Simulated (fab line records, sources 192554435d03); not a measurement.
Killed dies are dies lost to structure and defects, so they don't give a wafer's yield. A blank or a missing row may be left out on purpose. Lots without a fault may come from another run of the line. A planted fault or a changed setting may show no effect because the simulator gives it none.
fab line records | flow n5_finfet
record lots=5 wafers=15 last_day=18
route steps=1938 shown BEOL_M9@1437 BEOL_M10@1470 BEOL_M15@1830 PASSIVATION@1936
lots that met no fault: from a run of the same line without faults
start_h: hours from the record's first day to the start of the lot's first wafer shown | wait_h: hours since the lot's step before | " the same as in the row above | L1.1+2: a row that stands for several wafers | - no value, or no start given | * or withheld: withheld | < > ~ a bound
route shown NAME@n: a module of which the file shows steps, and the number in the route of the first | usual: mean/standard deviation of fault-free wafers | same: alike in all rows | chamber/n: place in a boat | sites: the reading at each site | _std_site: their standard deviation | _edge_site: outer sites' mean less inner sites' | radius_mm: how far each site lies from the wafer's centre | mask NAME#n: copy n | behind: the tool/chamber that last shaped the wafer | hold: why the lot was held/for how many hours/how that ended | device: the transistor (n, p or np) that didn't switch | end of line: the same wafers' tests at the end of the route | a step without rows: its recipe alone | killed: dies lost to structure and defects at the first sort, not the wafer's yield | map: a wafer's dies, x killed, . not, _ none there
set.NAME: the setting as run; set.NAME@STEP: as run at that earlier step | model.NAME: the simulator's own value behind a step, which no gauge read
lots at some steps of the route; a table a step, a row a wafer
services: from which hour (start_h, from the record's first day; less than 0 if before it) a tool's chamber was out of use, for how many hours, and why
## steps
# step N5_BEOL_M9_DESCUM_33
# recipe chemistry=O2 time_s=7 source_power_w=50 bias_power_w=20 pressure_mtorr=20 rf_frequency_hz=2.712e+07 temp_c=40 resist=CAR-EUV o2_flow_sccm=225
# step N5_BEOL_M9_ETCH_76
# recipe chemistry=N2/H2 target=underlayer target_depth_a=65 mask_material=CAR-EUV time_s=5.2 ion_energy_ev=200 pressure_mtorr=30 source_w=840 bias_w=150 n2_flow_sccm=200 h2_flow_sccm=200 ends=cleared
# step N5_BEOL_M9_ETCH_65
# recipe chemistry=CF4 target=SiARC target_depth_a=156 mask_material=CAR-EUV time_s=26 ion_energy_ev=80 pressure_mtorr=40 source_w=545 bias_w=36 Ar_flow_sccm=100 cf4_flow_sccm=100 ends=cleared
# step N5_BEOL_M9_ETCH_66
# recipe chemistry=N2/H2 target=SOC target_depth_a=800 overetch_a=160 mask_material=SiARC temp_c=40 time_s=120 ion_energy_ev=200 pressure_mtorr=30 source_w=840 bias_w=150 n2_flow_sccm=200 h2_flow_sccm=200
# step N5_BEOL_M9_STRIP_69
# recipe chemistry=N2/H2 temp_c=40 n2_flow_sccm=200 h2_flow_sccm=200 rf_frequency_hz=6e+07
# step N5_BEOL_M9_STRIP_77
# recipe chemistry=N2/H2 temp_c=40 n2_flow_sccm=200 h2_flow_sccm=200 rf_frequency_hz=6e+07
# step N5_BEOL_M9_VIA_ETCH_34
# recipe chemistry=C4F6/O2 target=SiCOH_lowk target_depth_a=1824 mask_material=SOC taper_deg=4 time_s=68.4 ion_energy_ev=250 pressure_mtorr=30 source_w=345 bias_w=185 Ar_flow_sccm=300 C4F6_flow_sccm=10 O2_flow_sccm=10
# step N5_BEOL_M9_STRIP_73
# recipe chemistry=C4F6/O2 resist=SiARC rf_frequency_hz=6e+07
# step N5_BEOL_M9_STRIP_36
# recipe chemistry=N2/H2 power_w=450 temp_c=40 pressure_mtorr=20 rf_frequency_hz=6e+07 overash_fraction=0.3 bias_power_w=7 h2_frac=0.5 n2_flow_sccm=200 h2_flow_sccm=200
# step N5_BEOL_M9_TRENCH_ETCH_37
# recipe chemistry=C4F6/O2 target_depth_a=1514.3 target=SiCOH_lowk time_s=49 ion_energy_ev=250 pressure_mtorr=30 source_w=345 bias_w=185 Ar_flow_sccm=300 C4F6_flow_sccm=10 O2_flow_sccm=10
# usual drypump_motor_current_A=5.64/0.27 oes_f_703_au=0.80/0.11 oes_product_au=0.81/0.11 rf_fwd_power_W=341.6/1.8 rf_vpp_V=671/6.8 showerhead_plenum_p_Torr=2.85/0.097 throttle_valve_pct=20.88/0.22
# columns lot.wafer tool chamber start_h wait_h drypump_motor_current_A oes_f_703_au oes_product_au rf_fwd_power_W rf_hours_counter_h rf_vpp_V showerhead_plenum_p_Torr throttle_valve_pct model.etch.depth_nm model.BEOL_M9.feature_depth_nm model.TiN_of_BEOL_M9_HM_DEP_02.thk_nm
L272.1 rie_diel-04 0 247.09 - 5.69 0.68 0.68 341.3 202 676 2.83 21.34 142.3 142.4 16
L272.2 " 1 " " 5.92 0.68 0.71 341.4 188 673 2.95 20.88 149.2 149.2 15.8
L272.6 " 3 " " 5.46 0.70 0.69 337.8 - 675 2.68 21.15 148.7 148.8 16
L287.2 rie_diel-04 1 322.51 - 5.93 0.66 0.59 341.3 212 673 2.94 20.87 111.5 111.4 17.2
L287.4 " 1 " " 5.92 0.66 0.70 341.6 - 673 2.94 20.93 151.6 151.6 16
L287.6 " 2 " " 5.74 0.87 0.74 343.4 - 661 2.81 20.66 113.5 113.6 17.2
L286.4 rie_diel-04 2 322.95 - 5.76 0.86 0.88 341.6 - 661 2.81 20.70 153 153 15.4
L286.5 " 0 " " 5.71 0.66 0.57 342.3 - 675 2.81 21.33 107.8 107.8 16.4
L286.6 " 1 " " 5.92 0.67 0.58 341.3 - 674 2.94 20.86 111 111 16.6
L288.3 rie_diel-04 3 326.12 - 5.52 0.99 1.00 338.6 0 685 3.01 20.91 153.2 153.2 15.8
L288.4 " 1 " " 5.91 0.67 0.69 342.1 213 673 2.94 20.93 151.7 151.6 15.8
L288.5 " 2 " " 5.76 0.87 0.74 340.7 - 662 2.81 20.65 114.7 114.6 16.6
L294.2 rie_diel-02 3 372.84 - 5.46 0.83 0.84 339.6 52 669 2.77 21.02 152.2 152.2 15.8
L294.4 " 0 " " 5.32 0.66 0.68 342.4 248 670 2.67 20.95 148.4 148.4 15.6
L294.6 " 1 " " 5.85 0.84 0.85 342.4 - 664 2.91 20.61 149.2 149.2 15.8
# step N5_BEOL_M9_ETCH_41
# recipe chemistry=CH3F/O2 target=SiCN target_depth_a=366 taper_deg=2 time_s=70.1 ion_energy_ev=120 mask_material=TiN pressure_mtorr=30 source_w=395 bias_w=75 Ar_flow_sccm=150 CH3F_flow_sccm=30 O2_flow_sccm=20
# step N5_BEOL_M9_STRIP_80
# recipe chemistry=N2/H2 time_s=10 power_w=450 temp_c=40 pressure_mtorr=20 rf_frequency_hz=6e+07 bias_power_w=7 n2_flow_sccm=200 h2_flow_sccm=200
# step N5_BEOL_M9_OCD_MEAS_38
# usual trench_depth_nm=150/3.2
# columns lot.wafer tool chamber start_h wait_h trench_depth_nm
L272.1 ocd-02 - 247.26 - 143
L272.2 " - " " 149
L272.6 " - " " 148
L287.2 ocd-01 - 322.68 - 111
L287.4 " - " " 152
L287.6 " - " " 113
L286.4 ocd-02 - 323.11 - 154
L286.5 " - " " 108
L286.6 " - " " 110
L288.3 ocd-02 - 326.29 - 153
L288.4 " - " " 152
L288.5 " - " " 114
L294.2 ocd-01 - 373.02 - 152
L294.4 " - " " 149
L294.6 " - " " 149
# step N5_BEOL_M9_HM_STRIP_39
# recipe chemistry=peroxide_tin_strip material=TiN target_depth_a=250 temp_c=50 time_s=158
# step N5_BEOL_M9_SRD_40
# recipe time_s=30 temp_c=23 rinse_liquid=diw dry=ipa_marangoni
# step N5_BEOL_M9_PRECLEAN_42
# recipe chemistry=residue_remover time_s=60 temp_c=40
# step N5_BEOL_M9_SRD_43
# recipe time_s=30 temp_c=23 rinse_liquid=diw dry=ipa_marangoni
# step N5_BEOL_M9_CURE_72
# recipe temp_c=370 time_s=120 ambient=DMADMS/He material=SiCOH_lowk
# step N5_BEOL_M9_DEGAS_44
# recipe ambient=vacuum temp_c=250 time_s=60
# step N5_BEOL_M9_PRE_CLEAN_45
# recipe gas=H2/He time_s=30 temp_c=250
# step N5_BEOL_M9_ALD_74
# recipe material=TaN target_thk_a=20 temp_c=275 ald_precursor_family=PDMAT ald_co_reactant=NH3 pressure_torr=3 carrier_flow_sccm=1500 pulse_time_s=2 purge_time_s=3 co_reactant_purge_time_s=2 co_reactant_pulse_time_s=3 ald_cycles=40 precursor_vessel_temp_c=75 precursor_vessel_pressure_torr=26.25 precursor_vessel_carrier_sccm=1000
# step N5_BEOL_M9_SURFACE_TREAT_79
# recipe gas=Ar time_s=* ion_energy_ev=* ion_current_ma_cm2=0.5 pressure_mtorr=* ar_flow_sccm=30
# step N5_BEOL_M9_CVD_78
# recipe material=Co target_thk_a=20 temp_c=withheld precursor=CCTBA/H2 pressure_torr=30 time_s=138.9
# step N5_BEOL_M9_SPUTTER_48
# recipe material=Cu target_thk_a=120 temp_c=-20 bias_v=60 power_w=26000 chamber_pressure_pa=0.13 time_s=2
# step N5_BEOL_M9_ECD_50
# recipe material=Cu target_thk_a=3180
# step N5_BEOL_M9_ANNEAL_51
# recipe temp_c=225 time_s=90 ambient=N2
# step N5_BEOL_M9_CMP_52
# recipe stop_on=SiCOH_lowk t_overpolish_s=7 down_force_psi=1 platen_rpm=50 clearing_platen_down_force_psi=1.5 clearing_platen_rpm=50 post_cmp_clean=cu_alkaline target_thk_nm=140 clearing_platen_pad_velocity_m_s=0.99484 pad_velocity_m_s=0.99484
# usual motor_current_A=6.2/0.7
# columns lot.wafer tool chamber start_h wait_h motor_current_A model.Cu_of_BEOL_M9_ECD_50.thk_nm
L272.2 cmp-04 0 252.10 0.2 5.3 137.8
L272.1 " 3 " " 7.1 133
L272.6 " 1 " " 6.1 137.4
L287.4 cmp-03 1 325.98 0.2 6.9 139.4
L287.2 " 2 " " 6.4 99
L287.6 " 3 " " 5.4 102.2
L286.4 cmp-03 1 326.70 0.1 7.2 140.2
L286.6 " 1 " " 7.3 98.2
L286.5 " 2 " " 6.2 95
L288.3 cmp-04 3 328.66 0.2 7.2 143.8
L288.4 " 0 " " 4.9 140
L288.5 " 2 " " 5.2 103.2
L294.2 cmp-03 3 374.89 0.2 5.2 138.8
L294.4 " 2 " " 5.9 136.2
L294.6 " 3 " " 5.3 137.4
# step N5_BEOL_M9_THK_MEAS_53
# recipe thk_meas_gauge=xrf reads=Cu_of_BEOL_M9_ECD_50
# usual M9_THK=138/3.6
# columns lot.wafer tool chamber start_h wait_h M9_THK[nm]
L272.1 film_metro-01 - 252.39 - 130
L272.2 " - " " 135
L272.6 " - " " 135
L287.2 film_metro-02 - 326.20 - 99
L287.4 " - " " 139
L287.6 " - " " 102
L286.4 film_metro-01 - 327.00 - 139
L286.5 " - " " 95
L286.6 " - " " 98
L288.3 film_metro-02 - 328.88 - 144
L288.4 " - " " 141
L288.5 " - " " 103
L294.2 film_metro-02 - 375.18 - 139
L294.4 " - " " 137
L294.6 " - " " 138
# step N5_BEOL_M9_PRE_CLEAN_55
# recipe gas=NH3 time_s=15 temp_c=withheld rf_power_w=300
# step N5_BEOL_M9_DEP_56
# recipe material=SiCN target_thk_a=150 temp_c=withheld precursor=3MS/NH3 pressure_torr=3 rf_w=202 time_s=26.5
# step N5_BEOL_M9_RS_MEAS_57
# recipe thk_meas_gauge=four-point-probe reads=Cu_of_BEOL_M9_ECD_50+Co_of_BEOL_M9_CVD_78+TaN_of_BEOL_M9_ALD_74
# usual M9_RS=0.153/0.004
# columns lot.wafer tool chamber start_h wait_h M9_RS[ohm/sq]
L272.1 film_metro-02 - 252.52 0.1 0.160
L272.2 " - " " 0.153
L272.6 " - " " 0.154
L287.2 film_metro-01 - 326.33 0.1 0.222
L287.4 " - " " 0.152
L287.6 " - " " 0.214
L286.4 film_metro-02 - 327.13 0.0 0.150
L286.5 " - " " 0.233
L286.6 " - " " 0.225
L288.3 film_metro-02 - 329.01 0.1 0.146
L288.4 " - " " 0.151
L288.5 " - " " 0.212
L294.2 film_metro-01 - 375.32 0.1 0.152
L294.4 " - " " 0.156
L294.6 " - " " 0.154
# step N5_BEOL_M10_ILD_DEP_00
# recipe material=SiCOH_lowk target_thk_a=3085.1 temp_c=300 precursor=DEMS/porogen pressure_torr=5 rf_w=500 time_s=58
# step N5_BEOL_M10_CURE_71
# recipe temp_c=385 time_s=240 ambient=He/Ar material=SiCOH_lowk
# step N5_BEOL_M10_PECVD_70
# recipe material=SiO2 target_thk_a=200 temp_c=400 precursor=TEOS/O2 pressure_torr=5.5 rf_w=450 teos_flow_sccm=53.8 gas=O2 flow_sccm=3000 time_s=22.7
# step N5_BEOL_M10_HM_DEP_02
# recipe material=TiN target_thk_a=200 temp_c=25 chamber_pressure_pa=0.49996
# step N5_BEOL_M10_COAT_59
# recipe resist=SOC temp_c=250 time_s=60 spin_rpm=1500 resist_thk_nm=100
# step N5_BEOL_M15_RC_MEAS_101
# usual COMB_M10=1.6e-11/3.6e-12 COMB_M11=1.5e-11/3e-12 COMB_M12=6.5e-12/1.3e-12 COMB_M13=4.7e-12/1.1e-12 COMB_M14=3.5e-12/9.9e-13 COMB_M15=2.5e-12/7.4e-13 COMB_M5=3.7e-11/7e-12 COMB_M6=2.5e-11/5e-12 COMB_M7=2.6e-11/5.2e-12 COMB_M8=2.6e-11/5.4e-12 SERP_M10=3.07/0.076 SERP_M11=3.10/0.095 SERP_M12=0.634/0.015 SERP_M13=0.308/0.0064 SERP_M14=0.160/0.0046 SERP_M5=39.4/1.9 SERP_M6=13.7/0.54 SERP_M7=13.8/0.58 SERP_M7_max_site=14.4/0.6 SERP_M8=13.8/0.5 SERP_M9=3.10/0.099 SERP_M9_max_site=3.19/0.1
# columns lot.wafer tool chamber start_h wait_h COMB_M10[S/m] COMB_M11[S/m] COMB_M12[S/m] COMB_M13[S/m] COMB_M14[S/m] COMB_M15[S/m] COMB_M5[S/m] COMB_M6[S/m] COMB_M7[S/m] COMB_M8[S/m] SERP_M10[ohm/um] SERP_M11[ohm/um] SERP_M12[ohm/um] SERP_M13[ohm/um] SERP_M14[ohm/um] SERP_M5[ohm/um] SERP_M6[ohm/um] SERP_M7[ohm/um] SERP_M7_max_site[ohm/um] SERP_M8[ohm/um] SERP_M9[ohm/um] SERP_M9_max_site[ohm/um]
L272.1 prober-02 0 301.18 0.0 1.3e-11 1.9e-11 6e-12 4.5e-12 2.4e-12 2.6e-12 4.3e-11 2e-11 2.4e-11 1.3e-11 3.05 3.16 0.603 0.307 0.162 39.4 13.4 14.4 15.1 13.7 3.22 3.32
L272.2 " 0 " " 1.3e-11 1.5e-11 5.7e-12 4.6e-12 3.7e-12 1.9e-12 4.5e-11 3.7e-11 2.5e-11 2.4e-11 3.11 3.05 0.622 0.303 0.160 38.5 13.4 13.7 14.1 14.9 3.10 3.20
L272.6 " 0 " " 1.7e-11 1.5e-11 5.1e-12 5e-12 2.9e-12 2.3e-12 3.3e-11 2.4e-11 2.5e-11 2.2e-11 3.03 3.06 0.621 0.303 0.159 39.6 13.9 13.7 14.1 13.7 3.09 3.26
L287.2 prober-02 0 371.75 0.2 1.5e-11 1.3e-11 6.2e-12 3.6e-12 3.4e-12 4.7e-12 3.9e-11 2.5e-11 2.8e-11 3.4e-11 2.99 3.08 0.627 0.307 0.165 40.1 14.3 14.0 14.2 13.3 4.45 4.63
L287.4 " 0 " " 2.3e-11 1.1e-11 4.5e-12 4e-12 2.3e-12 2.2e-12 3.7e-11 2.5e-11 2.4e-11 2.9e-11 2.98 3.04 0.604 0.307 0.162 40.4 13.9 14.3 14.8 13.9 3.01 3.07
L287.6 " 0 " " 1.7e-11 1.1e-11 5.2e-12 4.1e-12 2.6e-12 2.1e-12 4.2e-11 2.6e-11 2.1e-11 2.4e-11 2.94 3.01 0.631 0.307 0.161 38.9 14.0 12.8 13.3 13.0 4.30 4.44
L286.4 prober-01 0 372.82 0.5 1.7e-11 1.6e-11 6.5e-12 5.1e-12 5e-12 2.1e-12 3.3e-11 3.6e-11 2.3e-11 2.2e-11 3.22 2.95 0.611 0.311 0.154 38.6 13.8 13.0 14.2 14.8 3.09 3.16
L286.5 " 0 " " 1.6e-11 1.7e-11 7.5e-12 4.2e-12 4.5e-12 2.1e-12 3.4e-11 2.6e-11 3.3e-11 2.6e-11 3.13 3.06 0.611 0.313 0.155 40.0 13.9 13.9 14.8 14.3 4.85 4.95
L286.6 " 0 " " 2e-11 1.5e-11 6.7e-12 4.6e-12 3.5e-12 3.9e-12 3.2e-11 3.2e-11 2.3e-11 2.5e-11 3.21 3.01 0.623 0.305 0.157 37.2 14.6 13.5 14.0 13.8 4.62 4.82
L288.3 prober-02 0 381.45 0.3 2e-11 1.2e-11 8e-12 3e-12 2.9e-12 2.1e-12 4e-11 2.3e-11 2.4e-11 2e-11 3.11 3.11 0.628 0.306 0.153 38.8 13.2 13.2 13.6 13.7 2.90 3.07
L288.4 " 0 " " 1.8e-11 1.8e-11 4.5e-12 3.7e-12 4.9e-12 1.9e-12 4.3e-11 2.2e-11 2.2e-11 2.4e-11 3.16 3.12 0.623 0.304 0.155 35.7 13.5 14.5 14.8 14.5 3.11 3.19
L288.5 " 0 " " 2.2e-11 1e-11 5.3e-12 4.9e-12 2.6e-12 1.9e-12 3.2e-11 1.9e-11 2.7e-11 2.1e-11 3.10 3.11 0.651 0.319 0.156 37.0 13.7 13.3 14.0 14.2 4.27 4.30
L294.2 prober-02 0 421.11 0.2 1.9e-11 1.9e-11 6.1e-12 2.9e-12 4.6e-12 2.6e-12 3.4e-11 2.8e-11 2.3e-11 2.8e-11 3.00 3.27 0.638 0.297 0.160 39.0 14.0 14.2 15.0 14.6 3.10 3.14
L294.4 " 0 " " 1.7e-11 1.5e-11 5.7e-12 8e-12 3.6e-12 2.4e-12 3.2e-11 1.9e-11 3.1e-11 2.6e-11 3.06 3.15 0.633 0.313 0.164 41.1 14.0 14.5 14.7 15.2 3.17 3.30
L294.6 " 0 " " 1.7e-11 2e-11 8.1e-12 3.9e-12 3.3e-12 2e-12 4.4e-11 2.2e-11 2.2e-11 2.2e-11 3.00 3.17 0.627 0.306 0.167 38.4 14.1 14.5 15.0 14.0 3.18 3.25
# sites SERP_M9 radius_mm=0,75,75,75,75,140,140,140,140
L272.1 3.24 3.32 3.31 3.31 3.22 3.15 3.21 3.19 3.17
L287.2 4.63 4.45 4.52 4.45 4.45 4.38 4.41 4.34 4.33
L286.4 3.14 3.09 3.16 3.14 3.13 3.05 3.02 2.98 3.08
L288.3 2.90 2.88 2.89 2.90 2.87 3.06 3.02 3.07 3.04
L294.2 3.02 3.10 3.05 3.06 3.09 3.12 3.13 3.14 3.14
# step N5_PASSIVATION_PROBE_49
# usual defect_limited_yield=91.2/1.6 killed_at_M0_to_M3=35/11 killed_at_M4_up=14/5.4 killed_at_contacts=13/6 killed_at_front_end=38/11 killed_at_other=3.4/2.6 killed_dies=104/19 killed_open=68/13 killed_short=34/8.5 sort_bin_5_function=5.1/1 sort_bin_6_memory=3.3/0.72 sort_bin_8_speed=0.1/0.9 sort_n_pass=1075/22
# same gross_dies=1180 killed_at_back_side=0 sort_bin_4_leakage[%]=0
# columns lot.wafer tool chamber start_h wait_h defect_limited_yield[%] killed_at_M0_to_M3 killed_at_M4_up killed_at_contacts killed_at_front_end killed_at_other killed_dies killed_open killed_short sort_bin_5_function[%] sort_bin_6_memory[%] sort_bin_8_speed[%] sort_n_pass
L272.1 prober-01 - 315.08 0.0 89.1 52 22 15 39 1 129 81 37 6.6 3.3 0 1051
L272.2 prober-01 - 315.13 0.1 92.6 41 6 20 15 5 87 54 32 3.7 3.3 0 1093
L272.6 prober-01 - 315.33 0.3 90.2 46 15 16 35 4 116 75 38 5.7 3.9 0 1064
L287.2 prober-02 - 389.43 0.1 92.9 17 20 16 28 3 84 53 27 4.0 2.9 0.2 1096
L287.4 prober-02 - 389.53 0.2 90.8 37 17 15 33 6 108 69 37 5.4 3.5 0 1072
L287.6 prober-02 - 389.63 0.3 91.1 29 13 15 44 4 105 78 24 5.8 2.6 0.1 1075
L286.4 prober-01 - 393.20 0.2 93.4 19 9 16 32 2 78 51 25 4.3 2.0 0 1102
L286.5 prober-01 - 393.25 0.2 92.0 29 22 14 29 0 94 60 23 4.2 3.1 0.6 1086
L286.6 prober-01 - 393.30 0.3 91.0 33 13 12 45 3 106 63 27 4.4 3.1 0.1 1074
L288.3 prober-01 - 396.53 0.1 91.7 30 12 12 42 2 98 59 38 4.5 3.6 0 1082
L288.4 prober-01 - 396.58 0.2 90.8 32 15 16 42 3 108 78 28 6.0 2.9 0 1072
L288.5 prober-01 - 396.63 0.2 92.7 15 12 14 45 0 86 51 32 4.2 2.9 0.1 1094
L294.2 prober-01 - 436.58 0.1 92.0 25 15 8 43 3 94 65 27 5.2 2.5 0 1086
L294.4 prober-01 - 436.68 0.2 92.6 23 12 8 39 5 87 50 34 4.0 2.9 0 1093
L294.6 prober-01 - 436.78 0.3 91.7 26 16 13 43 0 98 58 39 5.6 2.5 0 1082
# killed by level:class
L272.1 BEOL_M0_SAQP:geometric_particle:open=12 MOL_CONTACT_COAG:geometric_particle:open=11 BEOL_M2:geometric_particle:open=9 BEOL_M3:geometric_particle:open=8 HKMG_FIN:area_etch=8 BEOL_M0_SAQP:geometric_particle:short=7 BEOL_M1:geometric_particle:open=6 BEOL_M4:geometric_particle:open=6
L272.2 MOL_CONTACT_COAG:geometric_particle:open=14 BEOL_M3:geometric_particle:open=13 BEOL_M1:geometric_particle:open=7 BEOL_M2:geometric_particle:short=7 BEOL_M0:geometric_particle:open=6 MOL_CONTACT_COAG:geometric_particle:short=6 STARTING-WAFER:geometric_particle:short=4 FIN_SAQP:geometric_particle:open=3
L272.6 BEOL_M3:geometric_particle:open=15 MOL_CONTACT_COAG:geometric_particle:open=13 STI_FIN_REVEAL:geometric_particle:open=8 GATE_CUT:geometric_particle:short=6 BEOL_M0_SAQP:geometric_particle:open=5 BEOL_M0:geometric_particle:open=5 BEOL_M4:geometric_particle:open=5 FIN_SAQP:geometric_particle:open=4
L287.2 MOL_CONTACT_COAG:geometric_particle:open=13 BEOL_M4:geometric_particle:open=8 STI_FIN_REVEAL:geometric_particle:open=5 BEOL_M0_SAQP:geometric_particle:short=5 DUMMY_GATE:geometric_particle:open=4 BEOL_M0_SAQP:geometric_particle:open=4 BEOL_M2:geometric_particle:open=4 STARTING-WAFER:geometric_particle:open=4
L287.4 MOL_CONTACT_COAG:geometric_particle:open=13 BEOL_M3:geometric_particle:open=10 BEOL_M0_SAQP:geometric_particle:short=9 BEOL_M1:geometric_particle:open=7 FIN_SAQP:geometric_particle:short=5 GATE_CUT:geometric_particle:short=5 BEOL_M4:geometric_particle:open=5 FIN_SAQP:geometric_particle:open=4
L287.6 FIN_SAQP:geometric_particle:open=14 MOL_CONTACT_COAG:geometric_particle:open=11 BEOL_M2:geometric_particle:open=8 BEOL_M3:geometric_particle:open=8 BEOL_M1:geometric_particle:open=7 STARTING-WAFER:geometric_particle:open=6 DUMMY_GATE:geometric_particle:open=4 MOL_CONTACT_COAG:geometric_particle:short=4
L286.4 MOL_CONTACT_COAG:geometric_particle:open=11 FIN_SAQP:geometric_particle:open=7 BEOL_M4:geometric_particle:open=6 MOL_CONTACT_COAG:geometric_particle:short=5 BEOL_M3:geometric_particle:open=5 STI_FIN_REVEAL:geometric_particle:open=4 STARTING-WAFER:geometric_particle:short=4 GATE_CUT:geometric_particle:short=3
L286.5 MOL_CONTACT_COAG:geometric_particle:open=13 BEOL_M0_SAQP:geometric_particle:short=8 BEOL_M4:geometric_particle:open=8 BEOL_M9:area_ecd=7 BEOL_M0_SAQP:geometric_particle:open=6 BEOL_M1:geometric_particle:open=6 DUMMY_GATE:geometric_particle:open=5 BEOL_M3:geometric_particle:open=5
L286.6 HKMG_FIN:area_etch=15 MOL_CONTACT_COAG:geometric_particle:open=11 BEOL_M0_SAQP:geometric_particle:open=9 FIN_SAQP:geometric_particle:short=7 BEOL_M1:geometric_particle:open=6 STI_FIN_REVEAL:geometric_particle:open=6 BEOL_M4:geometric_particle:open=6 BEOL_M2:geometric_particle:open=4
L288.3 FIN_SAQP:geometric_particle:short=11 MOL_CONTACT_COAG:geometric_particle:open=11 STI_FIN_REVEAL:geometric_particle:open=9 BEOL_M0_SAQP:geometric_particle:short=9 FIN_SAQP:geometric_particle:open=8 BEOL_M0_SAQP:geometric_particle:open=8 GATE_CUT:geometric_particle:short=5 BEOL_M4:geometric_particle:open=5
L288.4 FIN_SAQP:geometric_particle:open=13 MOL_CONTACT_COAG:geometric_particle:open=13 BEOL_M0_SAQP:geometric_particle:open=11 STI_FIN_REVEAL:geometric_particle:open=10 BEOL_M0_SAQP:geometric_particle:short=7 FIN_SAQP:geometric_particle:short=6 BEOL_M2:geometric_particle:open=6 BEOL_M4:geometric_particle:open=5
L288.5 STI_FIN_REVEAL:geometric_particle:open=15 MOL_CONTACT_COAG:geometric_particle:open=11 FIN_SAQP:geometric_particle:open=6 FIN_SAQP:geometric_particle:short=6 BEOL_M0_SAQP:geometric_particle:short=5 DUMMY_GATE:geometric_particle:short=4 GATE_CUT:geometric_particle:short=4 BEOL_M0_SAQP:geometric_particle:open=4
L294.2 FIN_SAQP:geometric_particle:open=11 BEOL_M3:geometric_particle:open=6 MOL_CONTACT_COAG:geometric_particle:open=6 BEOL_M2:geometric_particle:open=6 BEOL_M4:geometric_particle:open=6 STI_FIN_REVEAL:geometric_particle:open=5 BEOL_M1:geometric_particle:open=5 FIN_SAQP:geometric_particle:short=4
L294.4 GATE_CUT:geometric_particle:short=12 FIN_SAQP:geometric_particle:short=5 MOL_CONTACT_COAG:geometric_particle:open=5 BEOL_M0_SAQP:geometric_particle:open=5 BEOL_M3:geometric_particle:open=5 BEOL_M4:geometric_particle:open=5 STI_FIN_REVEAL:geometric_particle:open=4 GATE_CUT:geometric_particle:open=4
L294.6 STI_FIN_REVEAL:geometric_particle:open=9 FIN_SAQP:geometric_particle:short=8 MOL_CONTACT_COAG:geometric_particle:open=8 FIN_SAQP:geometric_particle:open=7 GATE_CUT:geometric_particle:short=6 BEOL_M0_SAQP:geometric_particle:short=6 MOL_CONTACT_COAG:geometric_particle:short=5 BEOL_M3:geometric_particle:open=5
## services
# columns tool chamber start_h hours kind
cmp-04 - 225.30 - consumable_replace:conditioner
cmp-04 - 225.30 - consumable_replace:pad
rie_diel-02 1 228.55 - clean
rie_diel-02 1 228.55 - consumable_replace:focus_ring
rie_diel-02 1 228.55 24.3 scheduled_down
rie_diel-02 1 228.55 24.3 vent_cycle
rie_diel-04 2 240.24 10.5 repair
cmp-03 - 249.04 4.0 pm
cmp-03 - 253.04 - consumable_replace:conditioner
cmp-03 - 253.04 - consumable_replace:pad
cmp-04 - 253.92 7.0 pm
rie_diel-02 - 257.01 2.8 pm
rie_diel-02 3 261.30 17.6 repair
cmp-03 - 267.84 23.6 repair
rie_diel-04 3 301.26 - clean
rie_diel-04 3 301.26 - consumable_replace:focus_ring
rie_diel-04 3 301.26 - consumable_replace:showerhead
rie_diel-04 3 301.26 23.8 scheduled_down
rie_diel-04 3 301.26 23.8 vent_cycle
rie_diel-02 1 307.24 11.4 repair
cmp-04 - 357.06 31.8 repair
## key
first_sign step=N5_BEOL_M9_OCD_MEAS_38 reading=trench_depth_nm direction=down sigmas=12 usual=150 struck=111
effect step=N5_BEOL_M9_THK_MEAS_53 reading=M9_THK direction=down sigmas=10 usual=138 struck=99
effect step=N5_BEOL_M9_RS_MEAS_57 reading=M9_RS direction=up sigmas=17 usual=0.153 struck=0.221
effect step=N5_BEOL_M15_RC_MEAS_101 reading=SERP_M9 direction=up sigmas=14 usual=3.10 struck=4.50
model_effect step=N5_BEOL_M9_TRENCH_ETCH_37 value=etch.depth_nm without=150.9 struck=111.7
model_effect step=N5_BEOL_M9_CMP_52 value=Cu_of_BEOL_M9_ECD_50.thk_nm without=138.8 struck=99.52
met_at N5_BEOL_M9_TRENCH_ETCH_37
struck_wafers L286.5,L286.6,L287.2,L287.6,L288.5
baseline_loss step=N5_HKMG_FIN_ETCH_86 wafers=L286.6
onset_between 247.09 322.51
fault kind=process_parameter_drift tool=rie_diel-04 chamber=- onset_h=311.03 steps=N5_BEOL_M9_TRENCH_ETCH_37 channel=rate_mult offset=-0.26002 shape=step end_h=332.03 scope=struck_wafers_only
# baseline_loss: these wafers lose ten dies or more at that step, a loss of the line's own and not of a fault; the sort's usual values leave them out
